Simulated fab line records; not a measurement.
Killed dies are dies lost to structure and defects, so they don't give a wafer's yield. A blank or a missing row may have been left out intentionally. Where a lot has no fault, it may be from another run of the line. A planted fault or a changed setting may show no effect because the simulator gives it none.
Chamber matching || flow n5-finfet || 4 sister chambers for N5_MOL_CONTACT_COAG_STRIP_72 on rie-diel-03
The step strips in N2/H2. 18 wafers are shown with their chamber, then 9 later ones without.

## WAFERS, EACH WITH ITS CHAMBER
{"wafer": "L075.3", "chamber": 0, "drypump-motor-current-A (A)": 5.8, "showerhead-plenum-p-Torr (Torr)": 2.51, "oes-product-au (a.u.)": 0.67}
{"wafer": "L075.4", "chamber": 0, "drypump-motor-current-A (A)": 5.8, "showerhead-plenum-p-Torr (Torr)": 2.51, "oes-product-au (a.u.)": 0.69}
{"wafer": "L075.6", "chamber": 2, "drypump-motor-current-A (A)": 5.4, "showerhead-plenum-p-Torr (Torr)": 2.61, "oes-product-au (a.u.)": 0.71}
{"wafer": "L074.1", "chamber": 1, "drypump-motor-current-A (A)": 6.3, "showerhead-plenum-p-Torr (Torr)": 2.58, "oes-product-au (a.u.)": 0.85}
{"wafer": "L074.2", "chamber": 0, "drypump-motor-current-A (A)": 5.8, "showerhead-plenum-p-Torr (Torr)": 2.51, "oes-product-au (a.u.)": 0.67}
{"wafer": "L074.4", "chamber": 0, "drypump-motor-current-A (A)": 5.8, "showerhead-plenum-p-Torr (Torr)": 2.51, "oes-product-au (a.u.)": 0.67}
{"wafer": "L076.2", "chamber": 2, "drypump-motor-current-A (A)": 5.4, "showerhead-plenum-p-Torr (Torr)": 2.61, "oes-product-au (a.u.)": 0.71}
{"wafer": "L076.3", "chamber": 1, "drypump-motor-current-A (A)": 6.3, "showerhead-plenum-p-Torr (Torr)": 2.58, "oes-product-au (a.u.)": 0.86}
{"wafer": "L076.5", "chamber": 2, "drypump-motor-current-A (A)": 5.4, "showerhead-plenum-p-Torr (Torr)": 2.61, "oes-product-au (a.u.)": 0.71}
{"wafer": "L087.3", "chamber": 2, "drypump-motor-current-A (A)": 5.4, "showerhead-plenum-p-Torr (Torr)": 2.60, "oes-product-au (a.u.)": 0.68}
{"wafer": "L087.5", "chamber": 2, "drypump-motor-current-A (A)": 5.4, "showerhead-plenum-p-Torr (Torr)": 2.60, "oes-product-au (a.u.)": 0.68}
{"wafer": "L087.6", "chamber": 1, "drypump-motor-current-A (A)": 6.3, "showerhead-plenum-p-Torr (Torr)": 2.57, "oes-product-au (a.u.)": 0.81}
{"wafer": "L085.1", "chamber": 1, "drypump-motor-current-A (A)": 6.3, "showerhead-plenum-p-Torr (Torr)": 2.57, "oes-product-au (a.u.)": 0.82}
{"wafer": "L085.3", "chamber": 3, "drypump-motor-current-A (A)": 5.5, "showerhead-plenum-p-Torr (Torr)": 2.60, "oes-product-au (a.u.)": 0.91}
{"wafer": "L085.4", "chamber": 1, "drypump-motor-current-A (A)": 6.3, "showerhead-plenum-p-Torr (Torr)": 2.57, "oes-product-au (a.u.)": 0.82}
{"wafer": "L086.2", "chamber": 2, "drypump-motor-current-A (A)": 5.3, "showerhead-plenum-p-Torr (Torr)": 2.60, "oes-product-au (a.u.)": 0.69}
{"wafer": "L086.4", "chamber": 3, "drypump-motor-current-A (A)": 5.5, "showerhead-plenum-p-Torr (Torr)": 2.60, "oes-product-au (a.u.)": 0.90}
{"wafer": "L086.6", "chamber": 1, "drypump-motor-current-A (A)": 6.3, "showerhead-plenum-p-Torr (Torr)": 2.57, "oes-product-au (a.u.)": 0.82}

SIGNATURES (averages over the wafers above)
{"reading": "drypump-motor-current-A", "chamber 0": 5.800, "chamber 1": 6.300, "chamber 2": 5.383, "chamber 3": 5.500, "scatter within a chamber": 0.0244}
{"reading": "showerhead-plenum-p-Torr", "chamber 0": 2.5100, "chamber 1": 2.5733, "chamber 2": 2.6050, "chamber 3": 2.6000, "scatter within a chamber": 0.0045}
{"reading": "oes-product-au", "chamber 0": 0.6750, "chamber 1": 0.8300, "chamber 2": 0.6967, "chamber 3": 0.9050, "scatter within a chamber": 0.0158}
Rule: for each reading, subtract the chamber's mean from the wafer's reading, divide by that reading's scatter and square the result; add these up over the readings and take the root, which gives the wafer's distance from the chamber. If the next closest chamber is less than 2 further off than the closest, the wafer can't be placed; otherwise it belongs to the closest. How the scatter is found: for the shown wafers, subtract from each reading the mean of its chamber, square and add these, divide the total by (wafers less chambers), then take the root.

## WAFERS WITHOUT THEIR CHAMBER
{"wafer": "L090.2", "drypump-motor-current-A (A)": 5.4, "showerhead-plenum-p-Torr (Torr)": 2.60, "oes-product-au (a.u.)": 0.89}
{"wafer": "L090.4", "drypump-motor-current-A (A)": 5.8, "showerhead-plenum-p-Torr (Torr)": 2.50, "oes-product-au (a.u.)": 0.96}
{"wafer": "L090.5", "drypump-motor-current-A (A)": 5.3, "showerhead-plenum-p-Torr (Torr)": 2.60, "oes-product-au (a.u.)": 0.69}
{"wafer": "L094.2", "drypump-motor-current-A (A)": 6.4, "showerhead-plenum-p-Torr (Torr)": 2.56, "oes-product-au (a.u.)": 0.80}
{"wafer": "L094.3", "drypump-motor-current-A (A)": 5.8, "showerhead-plenum-p-Torr (Torr)": 2.50, "oes-product-au (a.u.)": 0.95}
{"wafer": "L094.5", "drypump-motor-current-A (A)": 6.3, "showerhead-plenum-p-Torr (Torr)": 2.56, "oes-product-au (a.u.)": 0.81}
{"wafer": "L096.4", "drypump-motor-current-A (A)": 5.8, "showerhead-plenum-p-Torr (Torr)": 2.50, "oes-product-au (a.u.)": 0.94}
{"wafer": "L096.5", "drypump-motor-current-A (A)": 6.3, "showerhead-plenum-p-Torr (Torr)": 2.56, "oes-product-au (a.u.)": 0.81}
{"wafer": "L096.6", "drypump-motor-current-A (A)": 5.5, "showerhead-plenum-p-Torr (Torr)": 2.59, "oes-product-au (a.u.)": 0.88}

## WHICH CHAMBER EACH WENT THROUGH
{"wafer": "L090.2", "from the rows above": 3, "in truth": 3}
{"wafer": "L090.4", "from the rows above": 0, "in truth": 0}
{"wafer": "L090.5", "from the rows above": 2, "in truth": 2}
{"wafer": "L094.2", "from the rows above": 1, "in truth": 1}
{"wafer": "L094.3", "from the rows above": 0, "in truth": 0}
{"wafer": "L094.5", "from the rows above": 1, "in truth": 1}
{"wafer": "L096.4", "from the rows above": 0, "in truth": 0}
{"wafer": "L096.5", "from the rows above": 1, "in truth": 1}
{"wafer": "L096.6", "from the rows above": 3, "in truth": 3}
9 of 9 placed correctly. From these rows, 0 cannot be placed. 0 placed wrongly.
